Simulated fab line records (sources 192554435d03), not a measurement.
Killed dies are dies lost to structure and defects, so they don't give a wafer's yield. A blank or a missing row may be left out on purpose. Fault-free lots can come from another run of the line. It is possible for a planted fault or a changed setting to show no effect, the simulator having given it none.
Comparing a struck lot with a sound one    flow n5-finfet    15 out of 1938 route steps
Sound: wafers L554.2, L554.3, L554.6. Wafers struck: L557.1, L557.2, L557.6. The cause is given at the end.
Each step with rows lists, per side, the tool, then ch with its chambers, then its first start. Under that, the readings that differ: sound wafers    struck wafers    difference of the means    sigmas: that difference in standard deviations of wafers without a fault.
alike: a reading whose means differ by less than 2 such deviations, as well as words and numbers matching on both sides. not compared: withheld readings; readings where some wafer has no value; bounds like >300 that might hide an equal value; numbers whose values overlap and for which the record gives no deviation.
The two part at a step that has a row with sigmas, a row that says differs or no value, or rows on one side only. When numbers do not overlap yet have no deviation, they are printed without sigmas and do not part them. A reading missing from all wafers of one side parts the sides only when that side holds two or more wafers.

N5_BEOL_M7_OCD_MEAS_38:
  sound on ocd-02 at day 12 22:37; struck on ocd-02 at day 15 10:26
  alike: trench-depth-nm
then, 4 steps without rows for these wafers: N5_BEOL_M7_HM_STRIP_39 (strips TiN in peroxide tin strip, target depth 25 nm, time 158 s); N5_BEOL_M7_SRD_40 (time 30 s); N5_BEOL_M7_PRECLEAN_42 (cleans in residue remover, time 60 s); N5_BEOL_M7_SRD_43 (time 30 s).
N5_BEOL_M7_CD_MEAS_35 targets a cd of 40 nm.
  sound on cd-sem-01 at day 12 22:46; struck on cd-sem-03 at day 15 10:36
  alike: cd-nm
N5_BEOL_M7_CURE_75: cures SiCOH lowk, time 120 s.
  sound on uv-cure-02 ch 1, day 12 23:01; struck on uv-cure-03 ch 2, day 15 10:38
  alike: lamp-power-pct, wafer_temp_C_max
N5_BEOL_M7_DEGAS_44: time 60 s.
  sound on pvd-sputter-01 at day 13 00:14; struck on pvd-sputter-01 at day 15 10:58
  alike: heater-power-w
N5_BEOL_M7_PRE_CLEAN_45: time 30 s.
  sound on pvd-sputter-01 at day 13 00:16; struck on pvd-sputter-01 at day 15 11:00
  alike: heater-power-w
N5_BEOL_M7_ALD_77: deposits TaN, target thk 2 nm, pulse time 2 s, purge time 3 s.
  sound on ald-metal-01 ch 0,2, day 13 00:20; struck on ald-metal-01 ch 0,2,3, day 15 11:04
  alike: heater-power-w
N5_BEOL_M7_SURFACE_TREAT_79:
  sound on pvd-sputter-02 at day 13 00:37; struck on pvd-sputter-01 at day 15 11:24
  not compared: throttle-valve-pct
then, 1 step without rows for these wafers: N5_BEOL_M7_CVD_78 (deposits Co from CCTBA/H2, target thk 2 nm, time 142.3 s).
N5_BEOL_M7_SPUTTER_48: material Cu, target thk 10 nm, time 1.667 s.
  sound on pvd-sputter-02 at day 13 00:50; struck on pvd-sputter-02 at day 15 13:27
reading                 sound              struck             difference  sigmas
cathode-dc-power-W (W)  25997 25997 25995  32023 32019 32026  +6026       +99 or more
  alike: throttle-valve-pct
then, 1 step without rows for these wafers: N5_BEOL_M7_ECD_50 (material Cu, target thk 300 nm).
-- a jump in the record: the struck wafers' starts before and after are 3 days apart (it breaks off in module BEOL_M7 and resumes in module PASSIVATION, where the first step shown is number 1936 of the route) --
N5_PASSIVATION_PROBE_49:
  sound on prober-01 at day 16 13:50; struck on prober-01 at day 18 23:57
  alike: defect-limited-yield, killed_at_M0_to_M3, killed_at_M4_up, killed-at-contacts, killed-at-front-end, killed-at-other, killed-dies, killed-open, killed-short, sort_bin_5_function, sort_bin_6_memory, sort_bin_8_speed, sort-n-pass, sort-yield-pct

WHERE THEY PART
Within this record, at N5_BEOL_M7_SPUTTER_48 only. Later steps at which nothing parts them and some readings are alike: N5_PASSIVATION_PROBE_49.

WHY: the cause the simulator had injected
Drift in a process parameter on pvd-sputter-02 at N5_BEOL_M7_SPUTTER_48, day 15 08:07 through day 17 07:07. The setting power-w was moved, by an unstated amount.
